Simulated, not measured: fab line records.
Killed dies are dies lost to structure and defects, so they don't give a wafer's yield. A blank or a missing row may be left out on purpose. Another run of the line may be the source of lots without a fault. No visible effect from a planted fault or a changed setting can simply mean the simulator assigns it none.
2 desks, one fault ; flow nand_harc ; only its own numbers are on each desk; what lay behind them is given at the end

METROLOGY DESK
Means of the sampled wafers that have a number, per lot and without regard to the tool the lot ran on: this is what the gauges read. The brackets show how far a lot's mean lies from the usual mean; more than 4 standard deviations puts the lot out of limits, marked OUT.
Columns: A = cd_nm at NHARC_A_CONTACT_CD_MEAS_42, usual 300.2 nm
lot;first seen here;A
L868;day 21 20:56;299.9
L867;day 21 21:49;300.6
L870;day 22 23:25;300.7
L873;day 24 10:06;300.3
L874;day 24 12:32;299.8
L876;day 25 17:37;300.0
L877;day 25 18:22;299.9
L883;day 27 14:51;321.0 (+46) OUT
L885;day 28 22:13;299.9
L886;day 29 21:58;317.3 (+38) OUT
L888;day 30 10:34;300.4
L889;day 30 21:16;300.7
This desk's finding: out of limits on L883, L886; first on L883, day 27 14:51 (cd_nm at NHARC_A_CONTACT_CD_MEAS_42). In limits: L868, L867, L870, L873, L874, L876, L877, L885, L888, L889.

DESK OF THE TOOL OWNER: arfi_scanner-03
The tool's own readings at NHARC_A_CONTACT_EXPOSE_39 (exposes mask A CC 3): means of the sampled wafers that have a number, for each lot that ran on this tool. The brackets show how far a lot's mean lies from the usual mean; more than 4 standard deviations puts the lot out of limits, marked OUT.
Columns: A = exposure_dose_mJ_cm2 at NHARC_A_CONTACT_EXPOSE_39, usual 58.74
lot;first seen here;A
L868;day 21 20:47;58.75
L867;day 21 21:40;58.72
L870;day 22 23:16;58.84
L877;day 25 18:13;58.75
L883;day 27 14:43;84.75 (+99 or more) OUT
L886;day 29 21:49;79.55 (+99 or more) OUT
This desk's finding: out of limits on L883, L886; first on L883, day 27 14:43 (exposure_dose_mJ_cm2 at NHARC_A_CONTACT_EXPOSE_39). In limits: L868, L867, L870, L877.

TAKEN TOGETHER
On L883, L886, at day 27 14:43, an alarm was possible from the tool owner's desk.
On L883, L886, the metrology desk was in a position to raise an alarm at day 27 14:51.
Of the lots named, all ran NHARC_A_CONTACT_EXPOSE_39 on arfi_scanner-03.

WHAT THE SIMULATOR PUT IN
Process parameter drift: arfi_scanner-03, from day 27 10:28 on, at NHARC_A_CONTACT_EXPOSE_39. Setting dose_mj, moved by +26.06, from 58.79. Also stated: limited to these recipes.
Lots struck among those shown: L883, L886.
Fault start to first reading out of limits, in hours, per desk: tool owner, 4; metrology, 4.
